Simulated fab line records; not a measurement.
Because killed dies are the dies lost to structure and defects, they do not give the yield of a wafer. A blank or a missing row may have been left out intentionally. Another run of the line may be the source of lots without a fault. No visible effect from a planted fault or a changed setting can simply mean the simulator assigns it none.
Which of the tools did it? | flow nandHarc | Sampling: 12 lots, 36 wafers, 3 of 1302 route steps

WHAT EACH GAUGE READ, for each wafer
NHARC_A_SGD_CUT_CD_MEAS_09: the cd target is 100 nm.
lot  | measured     | on       | cdNm (nm)
L075 | day 19 23:59 | cdSem-01 | 100.3 99.3 99.5
L077 | day 20 20:11 | cdSem-03 | 99.5 98.9 99.7
L078 | day 20 20:27 | cdSem-01 | 99.5 99.3 99.6
L081 | day 21 22:25 | cdSem-03 | 99.5 98.7 99.2
L085 | day 23 14:33 | cdSem-02 | 98.9 98.4 99.3
L084 | day 23 17:20 | cdSem-01 | 100.0 100.2 99.9
L087 | day 25 03:43 | cdSem-01 | 99.3 100.4 99.8
L088 | day 25 03:52 | cdSem-03 | 99.3 100.1 100.4
L092 | day 26 08:00 | cdSem-01 | 100.5 99.3 99.3
L093 | day 26 19:40 | cdSem-03 | 99.9 100.2 99.6
L095 | day 27 16:27 | cdSem-01 | 99.6 99.8 98.9
L097 | day 28 18:51 | cdSem-01 | 100.4 100.3 100.1

WHAT TOOL EACH LOT RAN ON (gives the tool, then ch and the chambers of the sampled wafers, and finally the start)
lot  | NHARC_A_STAIRCASE_DEP_325       | NHARC_A_STAIRCASE_STRIP_446
L075 | pecvd-04 ch 0,1,2, day 19 05:25 | plasmaAsher-02 ch 0,1, day 19 20:32
L077 | pecvd-01 ch 0,2, day 20 03:14   | plasmaAsher-02 ch 0,1, day 20 16:48
L078 | pecvd-01 ch 0,2, day 20 04:22   | plasmaAsher-02 ch 0,1, day 20 17:05
L081 | pecvd-02 ch 0,1,2, day 21 04:26 | plasmaAsher-02 ch 0,1, day 21 19:00
L085 | pecvd-01 ch 0,1,2, day 22 21:16 | plasmaAsher-02 ch 0,1, day 23 11:13
L084 | pecvd-04 ch 0,2, day 22 21:22   | plasmaAsher-02 ch 0,1, day 23 14:00
L087 | pecvd-02 ch 1,2, day 24 11:33   | plasmaAsher-02 ch 0,1, day 25 00:18
L088 | pecvd-04 ch 0,1,2, day 24 11:38 | plasmaAsher-01 ch 0,1, day 25 00:25
L092 | pecvd-04 ch 0,1, day 25 13:07   | plasmaAsher-01 ch 0,1, day 26 04:25
L093 | pecvd-04 ch 0,1,2, day 26 03:56 | plasmaAsher-01 ch 0,1, day 26 16:17
L095 | pecvd-04 ch 0,1, day 27 00:49   | plasmaAsher-02 ch 0,1, day 27 12:55
L097 | pecvd-02 ch 1,2, day 27 22:52   | plasmaAsher-02 ch 0,1, day 28 15:29
- NHARC_A_STAIRCASE_DEP_325: deposits SiO2, target thk 7200 nm.
- NHARC_A_STAIRCASE_STRIP_446: strips in O2.

THE ANSWER, worked out from the rows above alone
Rule: the lots themselves supply what counts as usual. Put in order of their means at a reading, lots are off if they are a third of the lots or fewer, leave a main group of 4 or more, and stand apart from it by a gap of 3 or more times the standard deviation of the main group's means; of several such gaps the widest counts. A main group is skipped when, at the precision printed for the reading in the tables above, its means are all equal. Also off: a lot with no number at a reading for which 4 or more lots have one. The other lots that the step has rows for count as sound.
Nothing can be told from this: no lot is off at any reading shown.

WHAT WAS PUT IN BY THE SIMULATOR
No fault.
